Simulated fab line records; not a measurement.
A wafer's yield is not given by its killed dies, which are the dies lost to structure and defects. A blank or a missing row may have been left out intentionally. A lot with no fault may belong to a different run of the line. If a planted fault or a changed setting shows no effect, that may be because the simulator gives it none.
Split-lot experiment | flow n5_finfet | 21 wafers read across 7 lots, on a route 1938 steps long

SPLIT DETAILS
At N5_BEOL_M8_ETCH_65 (etches SiARC in CF4, target depth 15.6 nm, time 26 s), the setting source_w was moved away from the recipe's 545 W on 8 of the 21 wafers read, by -16.3% to +12.0%. The other wafers ran this setting at the recipe's value.

The reading is taken at the split's own step.

THE READING
rf_vpp_V, in V, at N5_BEOL_M8_ETCH_65 (etches SiARC in CF4, target depth 15.6 nm, time 26 s). Typical for fault-free wafers on this fab line: 183.7 V, with standard deviation 1.2 V.

wafer  | tool, chamber at the split | source_w as run, W | against the recipe | rf_vpp_V, V | against lot-mates on the recipe
L074.1 | rie_diel-02, 0             | 462.2              | -15.2%             | 192.2       | +7.3
L074.4 | rie_diel-02, 2             | 462.2              | -15.2%             | 194.3       | +9.4
L074.5 | rie_diel-02, 1             | 545                | recipe             | 184.9       | -
L080.2 | rie_diel-02, 0             | 456.1              | -16.3%             | 193.0       | +10.9
L080.3 | rie_diel-02, 1             | 545                | recipe             | 182.6       | -
L080.6 | rie_diel-02, 0             | 545                | recipe             | 181.5       | -
L088.1 | rie_diel-02, 1             | 545                | recipe             | 184.5       | -
L088.3 | rie_diel-02, 0             | 458.6              | -15.9%             | 193.9       | +10.5
L088.4 | rie_diel-02, 3             | 545                | recipe             | 182.4       | -
L089.2 | rie_diel-03, 3             | 610.5              | +12.0%             | 177.9       | -5.7
L089.4 | rie_diel-03, 1             | 545                | recipe             | 183.6       | -
L089.5 | rie_diel-03, 1             | 610.5              | +12.0%             | 177.4       | -6.2
L090.1 | rie_diel-03, 3             | 545                | recipe             | 183.8       | -
L090.4 | rie_diel-03, 2             | 488.5              | -10.4%             | 189.9       | +6.2
L090.6 | rie_diel-03, 2             | 545                | recipe             | 183.6       | -
L091.1 | rie_diel-05, 2             | 545                | recipe             | 185.0       | -
L091.2 | rie_diel-05, 1             | 545                | recipe             | 184.7       | -
L091.4 | rie_diel-05, 1             | 545                | recipe             | 184.1       | -
L095.2 | rie_diel-03, 1             | 510.4              | -6.3%              | 187.4       | +3.1
L095.4 | rie_diel-03, 2             | 545                | recipe             | 184.5       | -
L095.5 | rie_diel-03, 1             | 545                | recipe             | 184.1       | -

THE FIT
A straight line over all 21 wafers: rf_vpp_V changes by -0.581 V for each +1% of source_w; r = -0.98; the points scatter about the line by 0.98 V.
The same after taking each lot's own level away (the mean of its wafers on the recipe; 21 wafers): -0.576 V for each +1%; r = -0.99; scatter 0.79 V.
That fit puts the effect of the largest move of source_w on the reading at 9.4 V.
The span of the lots' own levels, 182.05 to 184.90 V, comes to 2.4 times the standard deviation stated above.
Consequently the slope shifts little with the lot-to-lot level, the two slopes agreeing.
Check: for one of the wafers moved furthest among these (-16.3%), held out of the fit, the line's prediction against its lot-mates is +9.24 V. Against them it came out at +10.9 V.
Tool readings at the split's step, against how far the setting was moved: etch_rf_on_time_s r = -0.94; rf_vpp_V r = -0.98.

FURTHER SPLITS ON THESE WAFERS
Before the reading, these wafers also passed through other splits. Each is held against what the fit with the lots' levels taken away leaves over:
other split on the same wafers | wafers away from the commonest value | r with rf_vpp_V (lot level and that fit taken away)
N5_BEOL_M4_EXPOSE_25 dose_mj   | 2                                    | +0.39
N5_BEOL_M5_PECVD_70 temp_c     | 4                                    | -0.22
N5_BEOL_M5_COAT_05 spin_rpm    | 11                                   | +0.00
N5_BEOL_M5_ETCH_72 bias_w      | 8                                    | -0.10
N5_BEOL_M5_COAT_22 spin_rpm    | 4                                    | +0.53
N5_BEOL_M6_COAT_22 spin_rpm    | 9                                    | +0.19
N5_BEOL_M6_DESCUM_33 time_s    | 9                                    | +0.17
N5_BEOL_M7_PECVD_70 time_s     | 5                                    | -0.12
N5_BEOL_M8_COAT_22 spin_rpm    | 11                                   | -0.46

THE WHOLE CHAIN: every reading that the file lists as answering this split, in the file's order
step               | what it does                                         | reading           | change (the file's fit)              | r (the file's)
N5_BEOL_M8_ETCH_65 | etches SiARC in CF4, target depth 15.6 nm, time 26 s | etch_rf_on_time_s | withheld for each +1% of the setting | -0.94
N5_BEOL_M8_ETCH_65 | etches SiARC in CF4, target depth 15.6 nm, time 26 s | rf_vpp_V          | -0.602 V for each +1% of the setting | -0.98

THE FILE'S OWN FIT
rf_vpp_V changes by -0.602 V for each +1% of source_w, r = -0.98.
